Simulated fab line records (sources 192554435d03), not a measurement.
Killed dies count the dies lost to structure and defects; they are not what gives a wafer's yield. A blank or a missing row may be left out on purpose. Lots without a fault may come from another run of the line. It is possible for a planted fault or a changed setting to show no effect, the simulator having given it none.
Comparing a struck lot with a sound one | flow n5 finfet | 40 out of 1938 route steps
Sound: the wafers L828.1, L828.4, L828.5. Struck: wafer L842.6. (L842.2, L842.4 of the same lot were not struck and are left out.) The cause comes at the end.
Each step with rows lists, per side, the tool, then ch with its chambers, then its first start. Under that, the readings that differ: sound wafers | struck wafers | difference of the means | sigmas: that difference in standard deviations of wafers without a fault.
alike: readings whose means differ by less than 2 such deviations, and words and numbers that are the same on both sides. not compared: withheld readings, readings that some wafer has no value for, bounds like >300 that may hide the same value, and numbers for which the record gives no deviation and whose values overlap.
A row with sigmas, a row that says differs or no value, or rows on one side alone: a step with any of these is where the two part. When numbers do not overlap yet have no deviation, they are printed without sigmas and do not part them. A reading missing from all wafers of one side parts the sides only when that side holds two or more wafers.

first, 9 steps without rows for these wafers: N5_FIN_SAQP_PRECLEAN_42 (cleans in O3/DIW, time 60 s); N5_FIN_SAQP_PRECLEAN_00 (cleans in SC1, time 60 s); N5_FIN_SAQP_PRECLEAN_44 (cleans in SC2, time 45 s); N5_FIN_SAQP_SRD_01 (time 30 s); N5_FIN_SAQP_ALD_61 (deposits SiO2, target thk 4 nm, pulse time 1 s, purge time 2 s); N5_FIN_SAQP_DENSIFY_62 (time 60 s); N5_FIN_SAQP_HM_DEP_03 (deposits SiNx from SiH4/NH3/N2, target thk 38 nm, time 33.6 s); N5_FIN_SAQP_PECVD_47 (deposits a-Si from SiH4/He, target thk 45 nm, time 36.3 s); N5_FIN_SAQP_PECVD_48 (deposits SiNx from SiH4/NH3/N2, target thk 25 nm, time 22.1 s).
N5_FIN_SAQP_PECVD_06: deposits a-Si from SiH4/He, target thk 60 nm, time 48.1 s.
  sound on pecvd-02 ch 1,2, day 3 21:02; struck on pecvd-02 ch 2, day 7 09:14
  alike: heater power w, showerhead plenum p Torr, throttle valve pct
then, 9 steps without rows for these wafers: N5_FIN_SAQP_HM_DEP_72 (deposits SiO2 from SiH4/N2O, target thk 12 nm, time 7.2 s); N5_FIN_SAQP_COAT_49 (time 60 s, resist thk 100 nm); N5_FIN_SAQP_COAT_50 (time 60 s, resist thk 35 nm); N5_FIN_SAQP_COAT_10 (resist thk 90 nm); N5_FIN_SAQP_EBR_12; N5_FIN_SAQP_SOFTBAKE_11 (time 60 s); N5_FIN_SAQP_EXPOSE_13 (exposes mask FIN CORE, target cd 35.6 nm); N5_FIN_SAQP_PEB_14 (peb time 60 s); N5_FIN_SAQP_DEVELOP_15 (develop time 30 s).
N5_FIN_SAQP_INSPECT_18: inspects for defects (brightfield).
  sound: defect inspect-01 at day 3 21:40; struck: defect inspect-01 at day 7 09:52
  reading          | sound       | struck | difference | sigmas
  raw defect count | 405 313 374 | 1091   | +727       | +7
then, 15 steps without rows for these wafers: N5_FIN_SAQP_DESCUM_21 (chemistry O2, time 7.9 s); N5_FIN_SAQP_ETCH_51 (etches SiARC in CF4, target depth 45.5 nm, time 75.8 s); N5_FIN_SAQP_ETCH_52 (etches SOC in N2/H2, target depth 100 nm, overetch 20 nm, time 150 s); N5_FIN_SAQP_STRIP_53 (strips in N2/H2); N5_FIN_SAQP_HM_OPEN_73 (chemistry CHF3/O2, target SiO2, stops on a-Si, target depth 12 nm, time 16.8 s); N5_FIN_SAQP_STRIP_74 (strips in CHF3/O2); N5_FIN_SAQP_MANDREL_ETCH_22 (etches a-Si in HBr/Cl2, stops on SiNx, target depth 60 nm, bt time 10 s, time 30 s); N5_FIN_SAQP_STRIP_55 (strips in N2/H2); N5_FIN_SAQP_STRIP_23 (strips in SPM, time 750 s); N5_FIN_SAQP_SRD_66 (time 30 s); N5_FIN_SAQP_RECESS_75 (chemistry HF/NH3, target SiO2, target depth 14.4 nm, afs cycles 3, sublimation time 60 s); N5_FIN_SAQP_SPACER1_ALD_24 (deposits SiO2, target thk 20.3 nm, pulse time 1 s, purge time 2 s); N5_FIN_SAQP_SPACER1_ETCHBACK_25 (etches SiO2 in CHF3/O2, target depth 24.4 nm, time 12.2 s); N5_FIN_SAQP_MANDREL1_REMOVE_56 (chemistry HBr/Cl2/O2, target a-Si, stops on SiNx, bt time 10 s); N5_FIN_SAQP_ETCH_57 (etches SiNx in CH3F/O2, target depth 32.5 nm, time 46.4 s).
N5_FIN_SAQP_INSPECT_40: inspects for defects (brightfield).
  sound: defect inspect-02 at day 4 01:53; struck: defect inspect-02 at day 7 14:26
  reading          | sound       | struck | difference | sigmas
  raw defect count | 272 345 389 | 876    | +541       | +8
N5_FIN_CUT_INSPECT_10: inspects for defects (brightfield).
  sound: defect inspect-01 at day 4 02:17; struck: defect inspect-02 at day 7 14:58
  reading          | sound    | struck | difference | sigmas
  raw defect count | 43 55 67 | 697    | +642       | +54
N5_FIN_CUT_INSPECT_17: inspects for defects (brightfield).
  sound: defect inspect-02 at day 4 03:14; struck: defect inspect-02 at day 7 15:55
  reading          | sound       | struck | difference | sigmas
  raw defect count | 297 333 391 | 873    | +533       | +8
-- a jump in the record: the struck wafers' starts before and after are 6 days apart (it breaks off in module FIN_CUT and resumes in module BEOL_M4, where the first step shown is number 1111 of the route) --
N5_BEOL_M4_RC_MEAS_101:
  sound on prober-01 ch 0, day 9 21:38; struck on prober-02 ch 0, day 13 16:10
  alike: DIBL_N, DIBL_P, IOFF_N, IOFF_P, ION_N, ION_P, SS_N, SS_P, VT_N, VT_P
-- the record jumps here: 5 days lie between the struck wafers' starts before and after (it left off in module BEOL_M4 and takes up again in module PASSIVATION, whose first step shown is number 1936 of the route) --
N5_PASSIVATION_PROBE_49:
  record: rows for the struck wafers here (prober-02, day 18 05:51), none for the sound ones

== WHERE THEY PART ==
First at N5_FIN_SAQP_INSPECT_18; last, within this record, at N5_PASSIVATION_PROBE_49.

WHY: what the simulator had put in
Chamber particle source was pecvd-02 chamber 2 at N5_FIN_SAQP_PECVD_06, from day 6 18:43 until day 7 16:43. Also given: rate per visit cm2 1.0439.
